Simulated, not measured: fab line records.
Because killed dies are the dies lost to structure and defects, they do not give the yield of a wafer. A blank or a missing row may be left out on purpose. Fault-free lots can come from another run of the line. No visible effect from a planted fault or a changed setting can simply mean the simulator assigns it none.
fab line records    flow nandHarc
record lots=6  wafers=18  lastDay=30
route steps=1302 shown P_STI@81 P_GATE@110 END@1302
lots with no fault: from the same line, run without faults
startH: hours from the record's first day to the start of the lot's first wafer shown    waitH: how many hours have passed since the lot's step before this one    " repeats the value in the row above    L1.1+2: a single row standing in for several wafers    - no value, or no start given    * or withheld: withheld    < > ~ a bound
route shown NAME@n: a module of which the file shows steps, and the number in the route of the first    usual: mean/standard deviation taken from wafers without a fault    same: alike in all rows    chamber/n: place in a boat    sites: each site's reading    _std_site: standard deviation of those values    _edge_site: the outer-site mean with the inner-site mean subtracted    radiusMm: how far each site lies from the wafer's centre    mask NAME#n: copy n    behind: the tool/chamber that last shaped the wafer    hold: cause of the lot's hold/its duration in hours/its outcome    device: the transistor (n, p or np) that didn't switch    end of line: the tests these same wafers got at the end of their route    a step given without rows: its recipe and nothing more    killed: the dies lost at the first sort to structure and to defects; this is not the yield of the wafer    map: a wafer's dies, marking killed ones x, the rest . and places with no die _
set.NAME: the setting that was run; set.NAME@STEP: the one run at that earlier step    model.NAME: the simulator's own value behind a step, which no gauge read
lots at selected steps of the route; one table per step, one row per wafer
services: when a tool's chamber went out of use (startH, in hours from the record's first day, below 0 if earlier), for how many hours, and the reason
## steps
# step NHARC_P_STI_PEB_07
# recipe pebTempC=128  pebTimeS=80
# step NHARC_P_STI_DEVELOP_08
# recipe timeS=50  devTempC=22
# step NHARC_P_STI_CD_MEAS_09
# recipe targetCdNm=200  landingEnergyEv=500
# usual cdNm=200.4/1.7
lot.wafer  tool      chamber  startH  waitH  cdNm
L520.1     cdSem-01  0        85.35   -      201.2
L520.3     "         0        "       "      199.6
L520.4     "         0        "       "      202.6
L524.1     cdSem-01  0        124.66  -      202.0
L524.3     "         0        "       "      201.6
L524.4     "         0        "       "      201.0
L528.1     cdSem-01  0        162.74  -      198.4
L528.2     "         0        "       "      199.4
L528.5     "         0        "       "      195.0
L530.2     cdSem-03  0        181.83  -      202.8
L530.3     "         0        "       "      201.5
L530.6     "         0        "       "      197.6
L531.3     cdSem-02  0        192.38  -      196.1
L531.4     "         0        "       "      199.7
L531.6     "         0        "       "      198.0
L532.2     cdSem-03  0        203.13  -      204.8
L532.5     "         0        "       "      202.3
L532.6     "         0        "       "      201.6
# step NHARC_P_STI_OVL_MEAS_10
# usual overlayXNm=1/5.4  overlayYNm=0/4.1
lot.wafer  tool        chamber  startH  waitH  overlayXNm  overlayYNm
L520.1     overlay-02  -        85.44   -      -1          4
L520.3     "           -        "       "      -2          4
L520.4     "           -        "       "      -2          4
L524.1     overlay-02  -        124.75  -      0           5
L524.3     "           -        "       "      0           5
L524.4     "           -        "       "      0           5
L528.1     overlay-02  -        162.83  -      10          -3
L528.2     "           -        "       "      10          -2
L528.5     "           -        "       "      10          -3
L530.2     overlay-01  -        181.92  -      -1          0
L530.3     "           -        "       "      -1          -1
L530.6     "           -        "       "      -1          -1
L531.3     overlay-01  -        192.47  -      14          2
L531.4     "           -        "       "      15          3
L531.6     "           -        "       "      15          3
L532.2     overlay-02  -        203.21  -      3           0
L532.5     "           -        "       "      3           -1
L532.6     "           -        "       "      3           -1
# step NHARC_P_STI_INSPECT_11
# usual rawDefectCount=5.2/2.7
lot.wafer  tool              chamber  startH  waitH  rawDefectCount
L520.1     defectInspect-02  -        85.47   0.0    4
L520.3     "                 -        "       "      4
L520.4     "                 -        "       "      7
L524.1     defectInspect-01  -        124.78  0.0    1
L524.3     "                 -        "       "      4
L524.4     "                 -        "       "      0
L528.1     defectInspect-02  -        162.86  0.0    2
L528.2     "                 -        "       "      7
L528.5     "                 -        "       "      4
L530.2     defectInspect-02  -        181.95  0.0    8
L530.3     "                 -        "       "      11
L530.6     "                 -        "       "      8
L531.3     defectInspect-01  -        192.50  0.0    3
L531.4     "                 -        "       "      4
L531.6     "                 -        "       "      2
L532.2     defectInspect-02  -        203.25  0.0    3
L532.5     "                 -        "       "      4
L532.6     "                 -        "       "      7
# step NHARC_P_STI_HARDBAKE_13
# recipe tempC=118  timeS=65
# step NHARC_P_STI_DESCUM_14
# recipe timeS=3  o2FlowSccm=200  arFlowSccm=0  biasPowerW=0  chemistry=O2
# usual drypumpMotorCurrentA=5.9/0.46  o2FlowSccm=200.0/0.61  oesProductAu=1.004/0.011  rfVppV=57.8/0.92  showerheadPlenumPTorr=1.92/0.11  throttleValvePct=11.311/0.0092
lot.wafer  tool        chamber  startH  waitH  drypumpMotorCurrentA  o2FlowSccm  oesProductAu  rfHoursCounterH  rfVppV  showerheadPlenumPTorr  throttleValvePct
L520.1     rieDiel-08  1        85.61   -      6.0                   199.4       1.008         2                58.7    2.07                   11.317
L520.3     "           2        "       "      6.0                   200.3       1.016         3                59.2    1.98                   11.312
L520.4     "           0        "       "      5.1                   200.8       1.021         2                58.8    1.80                   11.318
L524.1     rieDiel-08  0        124.92  -      5.1                   201.1       1.000         3                58.0    1.80                   11.321
L524.3     "           1        "       "      5.9                   199.0       1.005         4                58.6    2.07                   11.324
L524.4     "           2        "       "      6.0                   200.5       1.013         5                58.9    1.98                   11.298
L528.1     rieDiel-12  3        163.01  -      6.2                   200.2       1.005         4                56.9    1.82                   11.304
L528.2     "           1        "       "      5.8                   199.9       0.971         7                58.8    2.00                   11.314
L528.5     "           3        "       "      6.1                   201.1       1.003         -                57.1    1.82                   11.305
L530.3     rieDiel-08  2        182.09  -      6.0                   199.7       1.017         7                56.9    1.98                   11.302
L530.2     "           1        "       "      6.0                   200.6       0.995         6                58.7    2.07                   11.313
L530.6     "           2        "       "      6.0                   200.6       1.013         -                58.7    1.98                   11.321
L531.3     rieDiel-12  3        192.64  -      6.1                   199.1       0.996         7                57.6    1.82                   11.322
L531.4     "           2        "       "      5.8                   200.5       1.003         11               58.9    2.04                   11.313
L531.6     "           0        "       "      6.1                   200.2       1.010         -                57.2    1.98                   11.312
L532.2     rieDiel-08  2        203.39  -      6.0                   199.5       1.004         0                58.6    1.98                   11.333
L532.6     "           1        "       "      6.0                   200.5       1.001         -                58.3    2.07                   11.302
L532.5     "           2        "       "      6.0                   198.8       1.010         -                58.8    1.98                   11.307
# step NHARC_P_STI_ETCH_42
# recipe targetDepthA=800  overetchA=240  timeS=61  ionEnergyEv=200  n2FlowSccm=150  h2FlowSccm=150  arFlowSccm=0  rfW=400  biasW=150  chemistry=N2/H2
# usual drypumpMotorCurrentA=5.8/0.5  oesProductAu=1.005/0.0098  rfVppV=430/3.4  showerheadPlenumPTorr=2.04/0.12  throttleValvePct=14.171/0.0088
lot.wafer  tool        chamber  startH  waitH  drypumpMotorCurrentA  oesProductAu  rfHoursCounterH  rfVppV  showerheadPlenumPTorr  throttleValvePct
L520.3     rieDiel-08  0        85.69   0.1    5.1                   1.001         2                427     1.92                   14.159
L520.1     "           1        "       "      6.0                   1.004         2                437     2.21                   14.173
L520.4     "           3        "       "      6.7                   1.006         2                428     1.91                   14.174
L524.1     rieDiel-08  0        125.01  0.1    5.1                   1.019         3                427     1.92                   14.179
L524.4     "           1        "       "      6.0                   1.007         4                434     2.21                   14.186
L524.3     "           2        "       "      6.0                   1.016         5                432     2.12                   14.159
L528.2     rieDiel-12  2        163.08  0.1    5.8                   1.000         8                433     2.17                   14.184
L528.1     "           3        "       "      6.1                   1.000         4                428     1.94                   14.152
L528.5     "           3        "       "      6.1                   1.007         -                428     1.94                   14.172
L530.2     rieDiel-08  3        182.17  0.1    6.7                   0.999         6                426     1.90                   14.173
L530.3     "           1        "       "      6.0                   0.992         6                435     2.21                   14.173
L530.6     "           0        "       "      5.0                   1.020         -                429     1.92                   14.174
L531.4     rieDiel-12  0        192.72  0.1    6.1                   1.007         10               432     2.11                   14.174
L531.3     "           2        "       "      5.8                   1.010         11               435     2.17                   14.186
L531.6     "           0        "       "      6.1                   1.001         -                432     2.11                   14.168
L532.2     rieDiel-08  3        203.47  0.1    6.7                   0.998         0                426     1.91                   14.176
L532.6     "           2        "       "      6.0                   1.009         -                433     2.12                   14.176
L532.5     "           3        "       "      6.7                   1.008         -                427     1.90                   14.168
# step NHARC_P_STI_ETCH_31
# recipe targetDepthA=1089  timeS=54.5  cf4FlowSccm=100  chf3FlowSccm=30  arFlowSccm=0  rfW=500  biasW=200  chemistry=CF4/CHF3
# usual drypumpMotorCurrentA=5.8/0.48  oesProductAu=0.962/0.02  rfVppV=370.7/2.8  showerheadPlenumPTorr=1.57/0.085  throttleValvePct=16.802/0.0089
lot.wafer  tool        chamber  startH  waitH  drypumpMotorCurrentA  oesProductAu  rfHoursCounterH  rfVppV  showerheadPlenumPTorr  throttleValvePct
L520.4     rieDiel-08  0        -       -      5.1                   0.996         2                368.2   1.49                   16.800
L520.1     "           1        "       "      6.0                   0.964         2                376.2   1.69                   16.799
L520.3     "           2        "       "      6.0                   0.984         3                373.6   1.63                   16.805
L524.3     rieDiel-08  0        -       -      5.0                   0.959         3                368.7   1.49                   16.807
L524.4     "           2        "       "      6.0                   0.981         5                372.4   1.63                   16.804
L524.1     "           3        "       "      6.7                   0.956         4                366.4   1.48                   16.797
L528.1     rieDiel-12  0        -       -      6.0                   0.977         7                372.8   1.62                   16.801
L528.2     "           1        "       "      5.8                   0.956         7                372.9   1.64                   16.813
L528.5     "           3        "       "      6.1                   0.977         -                369.8   1.50                   16.816
L530.2     rieDiel-08  2        -       -      6.0                   0.965         7                372.2   1.63                   16.805
L530.3     "           3        "       "      6.7                   0.972         6                368.0   1.48                   16.806
L530.6     "           1        "       "      6.0                   0.978         -                374.8   1.69                   16.794
L531.4     rieDiel-12  2        -       -      5.8                   0.993         11               374.2   1.67                   16.817
L531.3     "           3        "       "      6.1                   0.968         7                369.3   1.50                   16.794
L531.6     "           3        "       "      6.1                   0.964         -                368.5   1.50                   16.792
L532.2     rieDiel-08  3        -       -      6.7                   0.987         0                365.0   1.48                   16.802
L532.5     "           3        "       "      6.7                   0.986         -                368.4   1.48                   16.787
L532.6     "           0        "       "      5.1                   0.989         -                367.7   1.49                   16.802
# step NHARC_P_STI_ETCH_15
# recipe targetDepthA=3000  taperDeg=4  timeS=100.1  hbrFlowSccm=150  cl2FlowSccm=50  rfW=400  icpW=400  biasW=100  chemistry=HBr/Cl2
# usual drypumpMotorCurrentA=6.0/0.47  oesProductAu=0.997/0.0093  throttleValvePct=26.406/0.01
lot.wafer  tool      chamber  startH  waitH  drypumpMotorCurrentA  oesProductAu  rfHoursCounterH  throttleValvePct
L520.3     rieSi-02  2        85.88   -      5.6                   0.986         1.0              26.410
L520.4     "         0        "       "      5.4                   1.006         1.0              26.408
L520.1     "         1        "       "      5.2                   0.987         0.9              26.409
L524.3     rieSi-05  2        125.19  -      6.3                   1.008         1.2              26.420
L524.1     "         3        "       "      6.3                   1.009         1.1              26.412
L524.4     "         1        "       "      6.1                   0.990         1.1              26.400
L528.2     rieSi-01  2        163.27  -      5.4                   0.992         0.9              26.416
L528.1     "         3        "       "      6.5                   1.001         0.7              26.399
L528.5     "         3        "       "      6.4                   1.010         -                26.400
L530.3     rieSi-05  1        182.38  -      6.0                   0.991         0.3              26.432
L530.2     "         3        "       "      6.4                   0.991         0.3              26.414
L530.6     "         1        "       "      6.0                   0.989         -                26.384
L531.3     rieSi-02  1        192.91  -      5.2                   0.982         0.5              26.407
L531.4     "         2        "       "      5.6                   1.007         0.5              26.427
L531.6     "         1        "       "      5.2                   0.984         -                26.396
L532.2     rieSi-01  1        203.69  -      5.5                   0.998         0.0              26.403
L532.5     "         3        "       "      6.4                   0.986         -                26.405
L532.6     "         0        "       "      5.9                   1.004         -                26.409
# step NHARC_P_STI_CD_MEAS_16
# usual cdNm=199.6/1.8
lot.wafer  tool      chamber  startH  waitH  cdNm
L520.1     cdSem-03  -        86.04   -      200.0
L520.3     "         -        "       "      198.6
L520.4     "         -        "       "      201.7
L524.1     cdSem-02  -        125.36  -      200.8
L524.3     "         -        "       "      199.7
L524.4     "         -        "       "      199.4
L528.1     cdSem-01  -        163.46  -      198.6
L528.2     "         -        "       "      198.2
L528.5     "         -        "       "      194.7
L530.2     cdSem-03  -        182.53  -      202.4
L530.3     "         -        "       "      199.8
L530.6     "         -        "       "      196.2
L531.3     cdSem-01  -        193.08  -      194.8
L531.4     "         -        "       "      198.8
L531.6     "         -        "       "      196.6
L532.2     cdSem-03  -        203.82  -      204.7
L532.5     "         -        "       "      201.7
L532.6     "         -        "       "      200.1
# step NHARC_P_STI_OCD_MEAS_17
# usual trenchDepthNm=299/3.7  trenchFootCdNm=158.6/1.9
lot.wafer  tool    chamber  startH  waitH  trenchDepthNm  trenchFootCdNm
L520.1     ocd-01  -        86.13   0.1    295            160.1
L520.3     "       -        "       "      297            157.8
L520.4     "       -        "       "      302            161.0
L524.1     ocd-02  -        125.44  0.1    303            158.9
L524.3     "       -        "       "      306            158.9
L524.4     "       -        "       "      299            159.8
L528.1     ocd-02  -        163.55  0.1    301            155.7
L528.2     "       -        "       "      297            158.6
L528.5     "       -        "       "      303            151.7
L530.2     ocd-01  -        182.61  0.1    297            160.6
L530.3     "       -        "       "      296            160.3
L530.6     "       -        "       "      294            156.9
L531.3     ocd-01  -        193.16  0.1    293            155.8
L531.4     "       -        "       "      305            156.4
L531.6     "       -        "       "      293            156.9
L532.2     ocd-02  -        203.91  0.1    297            163.2
L532.5     "       -        "       "      296            160.9
L532.6     "       -        "       "      300            160.3
# step NHARC_P_STI_STRIP_19
# recipe timeS=900  tempC=130  chemistry=SPM
lot.wafer   tool         chamber  startH  waitH
L520.3+1+4  wetBench-07  1,2,3    86.21   0.1
L524.1+4+3  wetBench-01  3,6,0    125.50  0.1
L528.5+1+2  wetBench-01  5,0,2    163.61  0.0
L530.2+6+3  wetBench-01  0,2,3    182.68  0.1
L531.4+6+3  wetBench-01  4,0,1    193.22  0.0
L532.5+2+6  wetBench-02  0,2,4    203.96  0.0
# step NHARC_P_STI_PRECLEAN_32
# recipe timeS=*  tempC=50  bathAgeMin=0  chemistry=SC1
# step NHARC_P_STI_SRD_23
# step NHARC_P_STI_OCD_MEAS_43
# usual trenchDepthNm=299/3.7  trenchFootCdNm=158.7/1.8
lot.wafer  tool    chamber  startH  waitH  trenchDepthNm  trenchFootCdNm
L520.1     ocd-02  -        86.65   -      296            159.9
L520.3     "       -        "       "      297            158.5
L520.4     "       -        "       "      302            160.3
L524.1     ocd-01  -        125.95  -      302            159.5
L524.3     "       -        "       "      306            159.5
L524.4     "       -        "       "      299            159.1
L528.1     ocd-01  -        164.07  -      302            155.8
L528.2     "       -        "       "      296            157.7
L528.5     "       -        "       "      303            152.6
L530.2     ocd-02  -        183.12  -      298            161.0
L530.3     "       -        "       "      295            160.3
L530.6     "       -        "       "      294            156.9
L531.3     ocd-02  -        193.67  -      294            155.4
L531.4     "       -        "       "      305            157.5
L531.6     "       -        "       "      294            157.1
L532.2     ocd-01  -        204.42  -      297            163.5
L532.5     "       -        "       "      297            161.1
L532.6     "       -        "       "      300            159.7
# step NHARC_P_STI_OXIDE_33
# recipe targetThkA=100  tempC=1000  oxTimeS=281  material=SiO2
# step NHARC_P_STI_HDPCVD_20
# recipe targetThkA=withheld  sigmaOpenFrac=withheld  material=SiO2
# step NHARC_P_STI_ANNEAL_34
# recipe tempC=1000  timeS=1800
# step NHARC_P_STI_CMP_21
# recipe tOverpolishS=20  targetThkNm=380.67
# usual motorCurrentA=12.1/0.99  overpolishRunS=20.000/0.0082
lot.wafer  tool    chamber  startH  waitH  motorCurrentA  overpolishRunS
L520.4     cmp-03  0        104.92  0.4    13.2           19.987
L520.3     "       1        "       "      11.9           19.994
L520.1     "       2        "       "      13.2           20.005
L524.4     cmp-03  3        148.49  0.4    11.9           20.000
L524.1     "       0        "       "      13.6           20.003
L524.3     "       1        "       "      12.0           20.003
L528.1     cmp-03  3        184.65  0.4    11.7           19.987
L528.2     "       0        "       "      13.1           20.006
L528.5     "       2        "       "      13.2           19.992
L530.3     cmp-02  2        207.51  0.4    11.0           20.005
L530.2     "       3        "       "      10.0           19.998
L530.6     "       1        "       "      12.3           19.990
L531.4     cmp-03  0        212.75  0.4    13.0           19.997
L531.3     "       1        "       "      12.3           19.999
L531.6     "       0        "       "      13.0           20.003
L532.2     cmp-03  3        220.80  0.4    11.5           19.993
L532.6     "       2        "       "      12.9           20.001
L532.5     "       3        "       "      11.5           19.998
# step NHARC_P_STI_SRD_35
# step NHARC_P_STI_ETCH_36
# recipe targetDepthA=388  chemistry=dHF  material=SiO2
# step NHARC_P_STI_STRIP_24
# recipe tempC=160  chemistry=H3PO4  material=Si3N4
# step NHARC_P_STI_ETCH_37
# recipe targetDepthA=110  chemistry=dHF  material=SiO2
# step NHARC_P_STI_PRECLEAN_38
# recipe timeS=*  tempC=50  bathAgeMin=0  chemistry=SC1
# step NHARC_P_STI_SRD_39
# step NHARC_P_STI_OXIDE_40
# recipe targetThkA=100  tempC=900  oxTimeS=1362  material=SiO2
# step NHARC_P_GATE_ETCH_69
# recipe targetDepthA=140  chemistry=dHF  material=SiO2
# step NHARC_P_GATE_PRECLEAN_70
# recipe timeS=*  tempC=50  bathAgeMin=0  chemistry=SC1
# step NHARC_P_GATE_SRD_01
# step NHARC_P_GATE_OXIDE_02
# recipe targetThkA=375  tempC=950  pH2oTorr=720  oxTimeS=365  material=SiO2
# step NHARC_P_GATE_DEHYDRATE_03
# recipe tempC=150  timeS=120
# step NHARC_P_GATE_HMDS_04
# recipe timeS=30
# step NHARC_P_GATE_COAT_05
# recipe spinRpm=4690
# step NHARC_P_GATE_SOFTBAKE_06
# recipe tempC=122  timeS=95
# step NHARC_P_GATE_EBR_07
# step NHARC_P_GATE_EXPOSE_08
# recipe na=0.6  doseMj=16.75  maskId=P_HV
# step NHARC_P_GATE_PEB_09
# recipe pebTempC=118  pebTimeS=85
# step NHARC_P_GATE_DEVELOP_10
# recipe timeS=70
# step NHARC_P_GATE_CD_MEAS_11
# recipe targetCdNm=1640  landingEnergyEv=500
# usual cdNm=1641.0/1.6
lot.wafer  tool      chamber  startH  waitH  cdNm
L520.1     cdSem-03  0        124.51  -      1640.8
L520.3     "         0        "       "      1639.1
L520.4     "         0        "       "      1643.5
L524.1     cdSem-01  0        165.87  -      1639.0
L524.3     "         0        "       "      1643.1
L524.4     "         0        "       "      1641.5
L528.1     cdSem-03  0        202.85  -      1642.3
L528.2     "         0        "       "      1643.5
L528.5     "         0        "       "      1639.8
L530.2     cdSem-03  0        226.53  -      1640.9
L530.3     "         0        "       "      1640.6
L530.6     "         0        "       "      1639.9
L531.3     cdSem-02  0        226.70  -      1643.4
L531.4     "         0        "       "      1639.2
L531.6     "         0        "       "      1640.1
L532.2     cdSem-03  0        238.81  -      1639.5
L532.5     "         0        "       "      1638.2
L532.6     "         0        "       "      1639.7
# step NHARC_END_SORT_01
# recipe tempC=25
# usual killedAtArray=58/17  killedAtOther=1.0/1.4  killedAtPeriphery=3.6/2.4  killedDies=62/17  killedOpen=3.4/2  killedShort=2.2/1.6
# same grossDies=677
lot.wafer  tool       chamber  startH  waitH  killedAtArray  killedAtOther  killedAtPeriphery  killedDies  killedOpen  killedShort
L520.1     prober-01  0        598.98  2.5    50             0              1                  51          4           1
L520.3     prober-01  0        600.57  3.1    47             0              1                  48          2           2
L520.4     prober-01  0        601.37  3.4    63             1              3                  67          2           4
L524.1     prober-02  0        665.18  2.5    52             0              2                  54          2           3
L524.3     prober-02  0        666.79  3.1    59             2              1                  62          4           2
L524.4     prober-02  0        667.60  3.4    62             0              2                  64          3           4
L530.2     prober-01  0        690.89  2.8    56             0              53                 109         1           4
L532.2     prober-02  0        710.41  2.8    28             0              4                  32          2           0
L532.5     prober-02  0        712.85  3.7    19             1              6                  26          4           4
L532.6     prober-02  0        713.66  4.1    23             0              5                  28          6           1
L531.3     prober-01  0        711.21  3.1    54             0              2                  56          1           1
L531.4     prober-01  0        712.00  3.4    59             1              3                  63          2           1
L531.6     prober-01  0        713.59  4.0    57             0              45                 102         1           1
# killed by level:class
L520.1 A_CHANNEL_HOLE_D2:chamberFilmFlake=19 A_CHANNEL_HOLE_D1:chamberFilmFlake=18 A_STAIRCASE:chamberFilmFlake=3 A_CONTACT:chamberFilmFlake=3 A_CHANNEL_FILL_D2:geometricParticle:open=2 A_CHANNEL_HOLE_D1:geometricParticle:open=1 A_SGD_CUT:geometricParticle:short=1 A_SGD_CUT:geometricParticle:open=1
L520.3 A_CHANNEL_HOLE_D2:chamberFilmFlake=22 A_CHANNEL_HOLE_D1:chamberFilmFlake=15 A_CONTACT:chamberFilmFlake=4 A_STAIRCASE:chamberFilmFlake=2 P_M0:geometricParticle:open=1 A_CHANNEL_FILL_D1:geometricParticle:short=1 A_SGD_CUT:geometricParticle:short=1 A_BLC:geometricParticle:open=1
L520.4 A_CHANNEL_HOLE_D1:chamberFilmFlake=27 A_CHANNEL_HOLE_D2:chamberFilmFlake=25 A_CONTACT:chamberFilmFlake=5 P_CONTACT:geometricParticle:open=1 P_M0:geometricParticle:open=1 A_SOURCE_PLATE:geometricParticle:short=1 A_CHANNEL_FILL_D1:geometricParticle:short=1 A_CHANNEL_FILL_D2:geometricParticle:short=1
L524.1 A_CHANNEL_HOLE_D1:chamberFilmFlake=26 A_CHANNEL_HOLE_D2:chamberFilmFlake=12 A_STAIRCASE:chamberFilmFlake=4 A_SLIT:chamberFilmFlake=3 A_CONTACT:chamberFilmFlake=3 P_GATE:geometricParticle:open=1 P_M0:geometricParticle:open=1 A_ONON_D1:geometricParticle:short=1
L524.3 A_CHANNEL_HOLE_D1:chamberFilmFlake=25 A_CHANNEL_HOLE_D2:chamberFilmFlake=16 A_STAIRCASE:chamberFilmFlake=5 A_SLIT:chamberFilmFlake=2 A_DECK1_JOINT:chamberFilmFlake=2 A_CHANNEL_FILL_D2:chamberFilmFlake=2 P_CONTACT:geometricParticle:short=1 A_ONON_D1:geometricParticle:open=1
L524.4 A_CHANNEL_HOLE_D1:chamberFilmFlake=32 A_CHANNEL_HOLE_D2:chamberFilmFlake=16 A_STAIRCASE:chamberFilmFlake=4 A_ONON_D1:geometricParticle:short=2 A_SLIT:chamberFilmFlake=2 A_CONTACT:chamberFilmFlake=2 P_CONTACT:geometricParticle:open=1 P_M0:geometricParticle:short=1
L530.2 P_STI:unspecified=41 A_CHANNEL_HOLE_D1:chamberFilmFlake=25 A_CHANNEL_HOLE_D2:chamberFilmFlake=19 P_M0:chamberFilmFlake=7 P_CONTACT:geometricParticle:short=2 A_DECK1_JOINT:chamberFilmFlake=2 A_WL_FILL:chamberFilmFlake=2 A_CONTACT:chamberFilmFlake=2
L532.2 A_CHANNEL_HOLE_D1:chamberFilmFlake=9 A_CONTACT:chamberFilmFlake=7 A_SLIT:chamberFilmFlake=5 P_STI:chamberFilmFlake=4 A_BLC:geometricParticle:open=1 A_M0:geometricParticle:open=1 A_CHANNEL_FILL_D1:chamberFilmFlake=1 A_CHANNEL_HOLE_D2:chamberFilmFlake=1
L531.3 A_SLIT:chamberFilmFlake=30 A_CHANNEL_HOLE_D2:chamberFilmFlake=8 A_CHANNEL_HOLE_D1:chamberFilmFlake=5 A_CONTACT:chamberFilmFlake=5 A_CHANNEL_FILL_D1:chamberFilmFlake=2 A_STAIRCASE:chamberFilmFlake=2 P_M0:geometricParticle:short=1 P_M0:geometricParticle:open=1
L531.4 A_SLIT:chamberFilmFlake=38 A_CHANNEL_HOLE_D1:chamberFilmFlake=8 A_CHANNEL_HOLE_D2:chamberFilmFlake=5 A_CONTACT:chamberFilmFlake=3 P_GATE:chamberFilmFlake=2 A_STAIRCASE:chamberFilmFlake=2 A_CHANNEL_FILL_D1:geometricParticle:open=1 A_ONON_D2:geometricParticle:open=1
L532.5 A_CHANNEL_HOLE_D1:chamberFilmFlake=9 A_SLIT:chamberFilmFlake=3 P_STI:chamberFilmFlake=2 A_CONTACT:chamberFilmFlake=2 P_CONTACT:geometricParticle:short=1 P_M0:geometricParticle:short=1 P_M0:geometricParticle:open=1 A_ONON_D2:geometricParticle:open=1
L531.6 P_STI:unspecified=41 A_SLIT:chamberFilmFlake=38 A_CHANNEL_HOLE_D1:chamberFilmFlake=8 A_CHANNEL_HOLE_D2:chamberFilmFlake=6 P_GATE:chamberFilmFlake=2 A_CHANNEL_FILL_D1:geometricParticle:open=1 A_WL_FILL:geometricParticle:short=1 P_ZERO_WELL:chamberFilmFlake=1
L532.6 A_CHANNEL_HOLE_D1:chamberFilmFlake=12 A_SLIT:chamberFilmFlake=3 A_CONTACT:chamberFilmFlake=3 P_M0:geometricParticle:open=2 A_CHANNEL_FILL_D1:geometricParticle:open=2 P_STI:chamberFilmFlake=2 P_M0:geometricParticle:short=1 A_WL_FILL:geometricParticle:open=1
# map L530.2 (x killed, . not)
____________.____________
_________...x..._________
_______..........._______
______.....x.......______
_____..............._____
____................x____
____..x..............____
___xxx...........x.x..___
___x.x.x....x......x..___
__..xxx...........xx..x__
__xxxxxx...............__
_xxxxxx.........x......._
_xxx.xx................._
_..xxx.................x_
_..xx.x................._
_..xx..................._
...x.x...................
.x.......................
....x....................
..xxx....................
...............x.........
_..x.x.................._
_.........x.......x....._
_......................._
_......................._
_.xx.x............x...xx_
__...............xx.xxx__
__................xxxxx__
___.............xxxxxx___
___....x.......x.xxxxx___
____.....x.......xxxx____
____............xxxxx____
_____...........xxxx_____
______........x.xxx______
_______.........xx_______
_________x......_________
____________.____________
# map L531.6 (x killed, . not)
____________.____________
_________.x....._________
_______..x........_______
______...x.........______
_____..............._____
____..........x.....x____
____.................____
___............x......___
___...................___
__...........x........x__
__....................x__
_......................._
_....................x.._
_.....x................._
_......................._
_....x...x........x....._
...x.x...................
..x.x..........x.x.......
................x.xx.....
................x.x......
.............x.xxxx.x....
_..x...x......x..xxxx..._
_...............xxxxx..._
_.........xx...xxxxx..x._
_................xx.xx.._
_........x.....x.x.x.x.x_
__........x......x.xxxx__
__.............x.xxxxxx__
___..............xxxxx___
___............xxxxxxx___
____.............xxxx____
____.............xxxx____
_____............xxx_____
______..........xxx______
_______.........xx_______
_________......._________
____________.____________
## services
tool         chamber  startH  hours  kind
cmp-03       -        64.02   4.0    pm
wetBench-02  -        68.00   8.0    pm
cmp-03       -        71.60   1.1    repair
cmp-03       -        78.99   4.0    repair
rieSi-01     3        90.31   10.1   repair
rieDiel-12   -        91.56   9.0    pm
rieSi-02     -        100.00  9.0    pm
wetBench-01  -        101.60  8.0    pm
cmp-02       -        103.56  1.6    repair
wetBench-01  -        111.08  7.3    repair
rieDiel-08   3        114.04  5.4    repair
rieDiel-12   1        115.01  2.6    repair
rieSi-05     -        128.00  9.0    pm
rieDiel-08   -        142.06  0.6    repair
cmp-02       -        144.74  4.0    pm
rieSi-01     0        160.16  30.1   repair
cmp-03       -        162.02  4.0    pm
rieSi-05     0        166.33  4.1    repair
cmp-03       -        173.55  2.7    repair
rieSi-02     -        173.73  1.3    repair
rieSi-05     3        187.47  11.6   repair
rieDiel-08   -        190.80  9.0    pm
rieSi-01     -        193.00  9.0    pm
rieSi-05     1        204.08  2.2    repair
## key
firstSign step=NHARC_END_SORT_01  reading=killedAtPeriphery  direction=up  sigmas=19  usual=3.6  struck=49
effect step=NHARC_END_SORT_01  reading=killedDies  direction=up  sigmas=2.6  usual=62  struck=106
moreKillsBornAt NHARC_P_STI_STRIP_19@wetBench-01=82
metAt NHARC_P_STI_STRIP_19
struckWafers L530.2,L531.6
testerLeftOut L530,L531
onsetBetween 163.61 182.68
fault kind=chamberParticleSource  tool=wetBench-01  chamber=0  onsetH=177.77  steps=NHARC_P_STI_STRIP_19  ratePerVisitCm2=2.1327  endH=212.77
# testerLeftOut: of these lots the tester's yield and bins aren't shown, on N5 and GAA mostly nor the transistor test; their killed dies are dies lost to structure and defects alone, not to doping, threshold or leakage, so they don't give the yield
